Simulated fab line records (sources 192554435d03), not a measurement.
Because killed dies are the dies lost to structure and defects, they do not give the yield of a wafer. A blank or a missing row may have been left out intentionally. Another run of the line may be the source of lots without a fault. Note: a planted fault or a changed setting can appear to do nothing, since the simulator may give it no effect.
fab line records    flow n5_finfet    part 1 of 2: steps 1 to 4 of 6
record: lots: 23  wafers: 69  last_day: 18
route steps=1938 shown BEOL_M14@1766 BEOL_M15@1789
lots that met no fault: from a run of the same line without faults
start_h: hours from the record's opening day to when the first of the lot's shown wafers began    wait_h: time in hours since the lot's previous step    " repeats the value in the row above    L1.1+2: a single row standing in for several wafers    - no value present, or no start provided    * or withheld: withheld    < > ~ a bound
route shown NAME@n: a module of which the file shows steps, and the number in the route of the first    usual: the fault-free wafers' mean and standard deviation    same: alike in all rows    chamber/n: place in a boat    sites: readings site by site    _std_site: the values' standard deviation    _edge_site: the outer-site mean with the inner-site mean subtracted    radius_mm: for every site, how far away it sits from the centre of the wafer    mask NAME#n: copy n    behind: the most recent tool/chamber to have shaped the wafer    hold: cause of the lot's hold/its duration in hours/its outcome    device: whichever transistor did not switch (one of n, p or np)    end of line: the same wafers' tests at the end of the route    a step with no rows: only its recipe    killed: the dies lost at the first sort to structure and to defects; this is not the yield of the wafer    map: per-die view of a wafer (x killed, . not killed, _ where there is no die)
set.NAME: the setting the step ran with; set.NAME@STEP: the setting that earlier step ran with    model.NAME: the simulator's own value behind a step, which no gauge read
one table for each step of the route and one row for each wafer, over a sample of lots
services: when a tool's chamber went out of use (start_h, in hours from the record's first day, below 0 if earlier), for how many hours, and the reason
== steps ==
step: N5_BEOL_M14_ANNEAL_48
recipe: temp_c: 225  time_s: 90  ambient: N2
usual: wafer_temp_C_max: 225.78/0.25
lot.wafer  tool           chamber  start_h  wait_h  wafer_temp_C_max
L076.1     rtp_anneal-02  0        248.33   0.1     225.22
L076.2     "              0        "        "       225.44
L076.4     "              0        "        "       225.76
L074.2     rtp_anneal-01  0        251.25   0.2     225.68
L074.3     "              0        "        "       225.73
L074.4     "              0        "        "       225.92
L075.3     rtp_anneal-02  0        265.89   0.8     225.77
L075.4     "              0        "        "       225.87
L075.5     "              0        "        "       226.19
L077.1     rtp_anneal-01  0        266.25   0.7     225.91
L077.4     "              0        "        "       226.45
L077.6     "              0        "        "       225.91
L078.3     rtp_anneal-02  0        269.31   0.2     225.45
L078.5     "              0        "        "       225.16
L078.6     "              0        "        "       226.29
L079.1     rtp_anneal-01  0        277.45   0.4     225.58
L079.2     "              0        "        "       225.62
L079.6     "              0        "        "       225.52
L082.4     rtp_anneal-01  0        291.53   0.3     226.05
L082.5     "              0        "        "       226.24
L082.6     "              0        "        "       225.62
L081.2     rtp_anneal-01  0        298.34   0.2     225.60
L081.4     "              0        "        "       225.72
L081.5     "              0        "        "       225.81
L080.1     rtp_anneal-02  0        302.20   0.8     225.64
L080.2     "              0        "        "       225.81
L080.4     "              0        "        "       225.46
L083.1     rtp_anneal-01  0        305.68   0.1     225.76
L083.2     "              0        "        "       225.65
L083.6     "              0        "        "       225.81
L084.3     rtp_anneal-01  0        312.11   0.2     225.56
L084.5     "              0        "        "       226.02
L084.6     "              0        "        "       226.03
L085.1     rtp_anneal-01  0        314.08   0.1     226.05
L085.3     "              0        "        "       226.14
L085.5     "              0        "        "       225.49
L086.1     rtp_anneal-01  0        329.11   0.1     225.71
L086.2     "              0        "        "       225.81
L086.3     "              0        "        "       225.82
L087.1     rtp_anneal-01  0        334.90   0.1     225.89
L087.3     "              0        "        "       225.66
L087.4     "              0        "        "       225.99
L088.1     rtp_anneal-02  0        337.09   0.7     225.94
L088.4     "              0        "        "       225.62
L088.5     "              0        "        "       225.59
L090.3     rtp_anneal-02  0        341.12   0.6     225.84
L090.4     "              0        "        "       225.88
L090.6     "              0        "        "       225.53
L091.2     rtp_anneal-02  0        345.95   0.3     225.64
L091.3     "              0        "        "       225.94
L091.6     "              0        "        "       225.64
L089.3     rtp_anneal-01  0        349.58   0.3     226.29
L089.5     "              0        "        "       225.56
L089.6     "              0        "        "       225.90
L092.2     rtp_anneal-01  0        358.35   0.3     225.87
L092.3     "              0        "        "       226.04
L092.4     "              0        "        "       225.89
L094.1     rtp_anneal-01  0        363.10   1.0     225.92
L094.2     "              0        "        "       225.81
L094.4     "              0        "        "       225.72
L093.1     rtp_anneal-01  0        368.84   0.1     225.58
L093.2     "              0        "        "       225.62
L093.4     "              0        "        "       225.46
L095.2     rtp_anneal-01  0        374.95   0.2     225.93
L095.3     "              0        "        "       225.99
L095.4     "              0        "        "       225.65
L097.1     rtp_anneal-02  0        398.12   1.1     225.42
L097.4     "              0        "        "       225.46
L097.5     "              0        "        "       225.36
step: N5_BEOL_M14_CMP_49
recipe: stop_on: SiO2  t_overpolish_s: 5.2  down_force_psi: 2  platen_rpm: 80  clearing_platen_down_force_psi: 2  clearing_platen_rpm: 80  post_cmp_clean: cu_alkaline  target_thk_nm: 560  clearing_platen_pad_velocity_m_s: 1.5917  pad_velocity_m_s: 1.5917
usual: barrier_field_endpoint_s: 11.4/0.3  motor_current_A: 7.8/0.71  overpolish_run_s: 5.201/0.0088  pad_life_wafers: 1258/490  time_to_endpoint_s: 122/5.1
lot.wafer  tool    chamber  start_h  wait_h  barrier_field_endpoint_s  motor_current_A  overpolish_run_s  pad_life_wafers  time_to_endpoint_s
L076.1     cmp-02  1        248.63   0.3     11.7                      6.9              5.186             1656             127
L076.4     "       3        "        "       11.3                      6.8              5.231             1658             125
L076.2     "       0        "        "       11.7                      7.4              5.188             1659             130
L074.2     cmp-02  2        251.50   0.2     11.5                      7.1              5.186             1680             119
L074.4     "       3        "        "       11.4                      7.1              5.194             1681             124
L074.3     "       0        "        "       11.5                      7.8              5.193             1682             124
L075.3     cmp-04  1        266.13   0.2     11.6                      7.4              5.197             931              125
L075.4     "       2        "        "       11.6                      8.1              5.190             932              123
L075.5     "       0        "        "       11.4                      9.1              5.206             -                122
L077.1     cmp-02  3        266.58   0.3     11.6                      6.9              5.189             1891             129
L077.4     "       0        "        "       11.6                      7.7              5.198             1892             127
L077.6     "       3        "        "       11.7                      6.8              5.196             -                126
L078.3     cmp-04  3        269.63   0.3     10.8                      7.6              5.209             975              117
L078.5     "       0        "        "       11.2                      9.3              5.210             -                126
L078.6     "       1        "        "       11.7                      7.1              5.186             -                123
L079.1     cmp-04  1        277.75   0.3     11.8                      7.1              5.204             1056             126
L079.2     "       0        "        "       11.3                      9.3              5.199             1059             122
L079.6     "       1        "        "       11.6                      7.4              5.194             -                130
L082.4     cmp-02  2        291.80   0.2     11.7                      7.4              5.212             33               126
L082.5     "       3        "        "       11.9                      7.0              5.199             -                130
L082.6     "       0        "        "       11.9                      7.6              5.202             -                129
L081.4     cmp-04  1        298.59   0.1     11.7                      7.1              5.198             1200             128
L081.2     "       3        "        "       11.3                      7.6              5.194             1202             122
L081.5     "       2        "        "       11.6                      7.9              5.213             -                126
L080.4     cmp-04  3        302.93   0.4     11.2                      8.2              5.201             1243             119
L080.2     "       0        "        "       11.1                      9.0              5.219             1244             123
L080.1     "       1        "        "       11.5                      7.3              5.205             1245             128
L083.1     cmp-04  0        305.97   0.3     10.7                      9.0              5.204             1272             116
L083.2     "       1        "        "       11.0                      7.7              5.184             1273             122
L083.6     "       0        "        "       11.0                      9.3              5.205             -                121
L084.3     cmp-04  2        312.38   0.2     11.1                      7.7              5.207             1344             120
L084.5     "       2        "        "       11.3                      8.0              5.186             -                119
L084.6     "       3        "        "       11.1                      8.1              5.197             -                115
L085.3     cmp-04  0        314.39   0.2     11.3                      8.8              5.198             1374             120
L085.1     "       2        "        "       11.5                      8.0              5.208             1376             123
L085.5     "       0        "        "       11.3                      9.1              5.195             -                119
L086.2     cmp-01  3        329.40   0.2     11.4                      9.1              5.196             1200             126
L086.3     "       0        "        "       11.0                      7.2              5.211             1201             119
L086.1     "       2        "        "       11.1                      9.6              5.190             1203             119
L087.1     cmp-04  2        335.19   0.3     11.6                      8.3              5.194             1530             123
L087.3     "       3        "        "       11.3                      7.8              5.200             1531             121
L087.4     "       1        "        "       11.4                      6.9              5.200             1533             122
L088.1     cmp-02  1        337.40   0.3     11.4                      7.1              5.200             312              125
L088.4     "       2        "        "       11.5                      7.1              5.199             313              128
L088.5     "       2        "        "       11.6                      7.3              5.198             -                130
L090.3     cmp-04  0        341.34   0.2     11.1                      9.2              5.199             1584             122
L090.4     "       2        "        "       11.0                      8.7              5.217             1586             125
L090.6     "       1        "        "       11.0                      7.2              5.220             -                121
L091.3     cmp-04  1        346.21   0.2     11.7                      7.6              5.190             1638             126
L091.2     "       3        "        "       11.4                      8.0              5.195             1640             120
L091.6     "       2        "        "       11.8                      7.7              5.210             -                129
L089.3     cmp-02  0        349.87   0.3     12.2                      8.1              5.187             480              129
L089.5     "       0        "        "       11.7                      7.6              5.195             -                125
L089.6     "       1        "        "       12.0                      7.3              5.199             -                131
L092.4     cmp-02  2        358.60   0.1     11.6                      7.3              5.209             564              122
L092.2     "       0        "        "       11.7                      7.4              5.201             566              126
L092.3     "       1        "        "       11.8                      7.6              5.220             567              126
L094.1     cmp-01  0        363.40   0.3     11.3                      7.4              5.184             1434             116
L094.2     "       1        "        "       11.1                      8.2              5.205             1435             115
L094.4     "       3        "        "       11.4                      8.5              5.203             1437             121
L093.4     cmp-01  3        369.17   0.2     11.2                      8.2              5.207             1483             114
L093.1     "       0        "        "       11.3                      6.9              5.195             1484             113
L093.2     "       1        "        "       11.5                      7.7              5.199             1485             112
L095.3     cmp-01  0        375.20   0.2     11.0                      6.7              5.199             1524             113
L095.4     "       1        "        "       10.8                      7.9              5.200             1525             107
L095.2     "       2        "        "       11.2                      8.6              5.199             1526             112
L097.1     cmp-04  3        398.57   0.4     11.7                      7.9              5.191             2070             121
L097.4     "       1        "        "       11.6                      7.5              5.202             2072             127
L097.5     "       3        "        "       11.3                      8.0              5.203             -                116
step: N5_BEOL_M15_STRIP_63
recipe: chemistry: O2  power_w: 600  temp_c: 60  pressure_mtorr: 30  rf_frequency_hz: 6e+07  bias_power_w: 0  overash_fraction: 0.3  o2_flow_sccm: 225
usual: chamber_pressure_mTorr: 30.00/0.04  drypump_motor_current_A: 5.8/0.46  oes_product_au: 0.79/0.085  rf_vpp_V: 3.7/0.78  showerhead_plenum_p_Torr: 2.06/0.061  throttle_valve_pct: 16.77/0.25
lot.wafer  tool         chamber  start_h  wait_h  chamber_pressure_mTorr  drypump_motor_current_A  oes_product_au  rf_hours_counter_h  rf_vpp_V  showerhead_plenum_p_Torr  throttle_valve_pct
L076.1     rie_diel-03  0        -        -       29.97                   6.0                      0.87            50                  5.3       2.16                      16.84
L076.2     "            2        "        "       30.03                   5.6                      0.71            213                 4.6       2.08                      17.17
L076.4     "            3        "        "       29.94                   5.0                      0.70            -                   3.8       1.97                      16.79
L074.2     rie_diel-01  1        -        -       29.92                   5.8                      0.84            87                  4.4       2.01                      16.38
L074.3     "            2        "        "       29.99                   6.0                      0.88            33                  4.3       2.06                      16.73
L074.4     "            0        "        "       29.97                   6.1                      0.89            40                  2.2       2.07                      16.71
L075.3     rie_diel-03  3        -        -       30.01                   5.0                      0.70            229                 3.6       1.97                      16.80
L075.4     "            0        "        "       30.04                   6.0                      0.88            52                  3.5       2.16                      16.84
L075.5     "            2        "        "       29.99                   5.6                      0.70            -                   3.2       2.08                      17.15
L077.1     rie_diel-03  0        -        -       29.99                   6.0                      0.87            52                  5.1       2.16                      16.82
L077.4     "            2        "        "       30.01                   5.6                      0.71            215                 4.5       2.08                      17.16
L077.6     "            1        "        "       29.96                   5.7                      0.97            -                   4.3       2.04                      16.71
L078.3     rie_diel-06  0        -        -       30.00                   6.2                      0.83            80                  3.9       2.03                      16.42
L078.5     "            2        "        "       30.04                   5.8                      0.73            -                   3.2       2.10                      17.07
L078.6     "            3        "        "       29.96                   5.0                      0.73            -                   3.2       1.98                      16.79
L079.1     rie_diel-01  3        -        -       29.93                   6.7                      0.71            188                 4.9       2.09                      16.78
L079.2     "            1        "        "       30.04                   5.8                      0.84            97                  2.2       2.01                      16.41
L079.6     "            2        "        "       29.97                   6.0                      0.86            -                   2.7       2.06                      16.74
L082.4     rie_diel-03  2        -        -       30.07                   5.6                      0.70            221                 4.4       2.08                      17.15
L082.5     "            0        "        "       29.98                   6.0                      0.87            -                   3.8       2.15                      16.83
L082.6     "            3        "        "       30.03                   5.0                      0.68            -                   3.1       1.97                      16.81
L081.2     rie_diel-03  0        -        -       30.04                   6.0                      0.86            62                  3.7       2.15                      16.88
L081.4     "            3        "        "       29.99                   5.0                      0.70            239                 3.9       1.97                      16.79
L081.5     "            0        "        "       29.99                   6.0                      0.86            -                   3.3       2.15                      16.82
L080.1     rie_diel-01  2        -        -       30.01                   6.1                      0.84            55                  4.4       2.05                      16.74
L080.2     "            3        "        "       30.02                   6.7                      0.71            199                 3.7       2.09                      16.81
L080.4     "            0        "        "       30.04                   6.1                      0.85            59                  3.3       2.06                      16.75
L083.1     rie_diel-01  1        -        -       29.99                   5.8                      0.81            109                 2.8       2.00                      16.43
L083.2     "            3        "        "       30.04                   6.7                      0.71            200                 3.7       2.09                      16.77
L083.6     "            0        "        "       30.04                   6.1                      0.84            -                   3.9       2.06                      16.74
L084.3     rie_diel-01  3        -        -       30.04                   6.6                      0.72            201                 2.5       2.09                      16.79
L084.5     "            0        "        "       30.00                   6.1                      0.84            -                   3.7       2.06                      16.74
L084.6     "            1        "        "       29.94                   5.8                      0.81            -                   4.4       2.00                      16.43
L085.1     rie_diel-06  0        -        -       29.95                   6.2                      0.82            90                  3.9       2.03                      16.40
L085.3     "            1        "        "       29.93                   5.3                      0.68            244                 5.4       1.96                      16.51
L085.5     "            1        "        "       30.02                   5.3                      0.68            -                   2.4       1.96                      16.55
L086.1     rie_diel-03  1        -        -       30.06                   5.7                      0.91            19                  3.6       2.04                      16.73
L086.2     "            3        "        "       30.02                   5.0                      0.69            248                 4.7       1.97                      16.83
L086.3     "            2        "        "       29.98                   5.6                      0.68            231                 3.0       2.07                      17.18
L087.1     rie_diel-01  2        -        -       30.04                   6.0                      0.83            64                  2.5       2.05                      16.76
L087.3     "            1        "        "       29.98                   5.8                      0.81            119                 2.8       2.00                      16.42
L087.4     "            0        "        "       29.95                   6.1                      0.86            69                  3.6       2.06                      16.73
L088.1     rie_diel-03  2        -        -       30.00                   5.6                      0.69            233                 4.1       2.07                      17.17
L088.4     "            1        "        "       30.04                   5.6                      0.88            -                   3.6       2.04                      16.75
L088.5     "            0        "        "       29.99                   5.9                      0.85            -                   4.2       2.15                      16.83
L090.3     rie_diel-06  2        -        -       30.01                   5.8                      0.71            221                 3.7       2.09                      17.09
L090.4     "            0        "        "       30.00                   6.2                      0.81            -                   3.9       2.02                      16.45
L090.6     "            3        "        "       29.98                   5.0                      0.72            -                   4.3       1.97                      16.83
L091.2     rie_diel-06  0        -        -       30.01                   6.2                      0.79            101                 3.7       2.02                      16.46
L091.3     "            2        "        "       30.00                   5.8                      0.72            223                 2.5       2.09                      17.11
L091.6     "            2        "        "       30.04                   5.8                      0.71            -                   4.0       2.09                      17.09
L089.3     rie_diel-03  0        -        -       30.05                   6.0                      0.85            79                  3.7       2.15                      16.88
L089.5     "            0        "        "       29.95                   6.0                      0.84            -                   3.7       2.15                      16.88
L089.6     "            1        "        "       30.00                   5.6                      0.88            -                   2.7       2.03                      16.78
L092.2     rie_diel-06  2        -        -       30.05                   5.8                      0.70            229                 4.4       2.09                      17.12
L092.3     "            0        "        "       29.96                   6.2                      0.80            107                 3.8       2.02                      16.48
L092.4     "            2        "        "       30.01                   5.8                      0.71            -                   5.2       2.09                      17.12
L094.1     rie_diel-03  0        -        -       30.02                   6.0                      0.83            83                  3.4       2.14                      16.90
L094.2     "            1        "        "       30.03                   5.6                      0.87            30                  2.5       2.03                      16.77
L094.4     "            2        "        "       30.01                   5.6                      0.68            243                 2.7       2.07                      17.20
L093.1     rie_diel-06  0        -        -       30.01                   6.2                      0.80            110                 4.5       2.02                      16.47
L093.2     "            2        "        "       30.01                   5.8                      0.70            232                 4.5       2.09                      17.13
L093.4     "            1        "        "       29.99                   5.3                      0.94            2                   3.0       2.22                      16.11
L095.2     rie_diel-06  1        -        -       29.97                   5.3                      0.94            3                   3.0       2.22                      16.08
L095.3     "            3        "        "       30.02                   5.0                      0.70            235                 3.1       1.97                      16.83
L095.4     "            0        "        "       29.96                   6.2                      0.79            -                   4.1       2.02                      16.51
L097.1     rie_diel-01  2        -        -       30.04                   6.1                      0.81            80                  2.4       2.05                      16.78
L097.4     "            3        "        "       30.02                   6.7                      0.69            224                 4.1       2.08                      16.81
L097.5     "            2        "        "       29.99                   6.1                      0.81            -                   4.8       2.05                      16.81
step: N5_BEOL_M15_OVL_MEAS_29
recipe: points_per_wafer: 44
usual: M15_OVL: 1/6.1
lot.wafer  tool        chamber  start_h  wait_h  M15_OVL[nm]
L076.1     overlay-01  0        251.28   0.0     -3
L076.2     "           0        "        "       -10
L076.4     "           0        "        "       -3
L074.2     overlay-02  0        254.24   0.0     5
L074.3     "           0        "        "       3
L074.4     "           0        "        "       0
L075.3     overlay-02  0        268.88   0.0     1
L075.4     "           0        "        "       13
L075.5     "           0        "        "       6
L077.1     overlay-01  0        269.20   0.0     -7
L077.4     "           0        "        "       -2
L077.6     "           0        "        "       -1
L078.3     overlay-01  0        272.32   0.0     0
L078.5     "           0        "        "       0
L078.6     "           0        "        "       -1
L079.1     overlay-02  0        280.46   0.0     0
L079.2     "           0        "        "       -11
L079.6     "           0        "        "       -1
L082.4     overlay-02  0        296.20   0.0     -4
L082.5     "           0        "        "       6
L082.6     "           0        "        "       1
L081.2     overlay-02  0        301.12   0.0     16
L081.4     "           0        "        "       16
L081.5     "           0        "        "       6
L080.1     overlay-01  0        305.82   0.0     -5
L080.2     "           0        "        "       -1
L080.4     "           0        "        "       -4
L083.1     overlay-01  0        308.76   0.0     5
L083.2     "           0        "        "       3
L083.6     "           0        "        "       2
L084.3     overlay-02  0        315.19   0.0     0
L084.5     "           0        "        "       3
L084.6     "           0        "        "       19
L085.1     overlay-02  0        317.17   0.0     -6
L085.3     "           0        "        "       -2
L085.5     "           0        "        "       -8
L086.1     overlay-02  0        332.26   0.0     1
L086.2     "           0        "        "       -3
L086.3     "           0        "        "       -4
L087.1     overlay-01  0        337.99   0.0     0
L087.3     "           0        "        "       -8
L087.4     "           0        "        "       3
L088.1     overlay-01  0        340.64   0.0     3
L088.4     "           0        "        "       2
L088.5     "           0        "        "       7
L090.3     overlay-01  0        344.12   0.0     -11
L090.4     "           0        "        "       3
L090.6     "           0        "        "       -9
L091.2     overlay-01  0        348.86   0.0     -1
L091.3     "           0        "        "       13
L091.6     "           0        "        "       2
L089.3     overlay-01  0        352.53   0.0     -1
L089.5     "           0        "        "       -7
L089.6     "           0        "        "       0
L092.2     overlay-02  0        361.35   0.0     6
L092.3     "           0        "        "       1
L092.4     "           0        "        "       2
L094.1     overlay-01  0        366.00   0.0     -3
L094.2     "           0        "        "       0
L094.4     "           0        "        "       -4
L093.1     overlay-02  0        371.69   0.0     7
L093.2     "           0        "        "       -5
L093.4     "           0        "        "       10
L095.2     overlay-01  0        377.92   0.0     -6
L095.3     "           0        "        "       -3
L095.4     "           0        "        "       -7
L097.1     overlay-01  0        401.35   0.0     -4
L097.4     "           0        "        "       -2
L097.5     "           0        "        "       -7
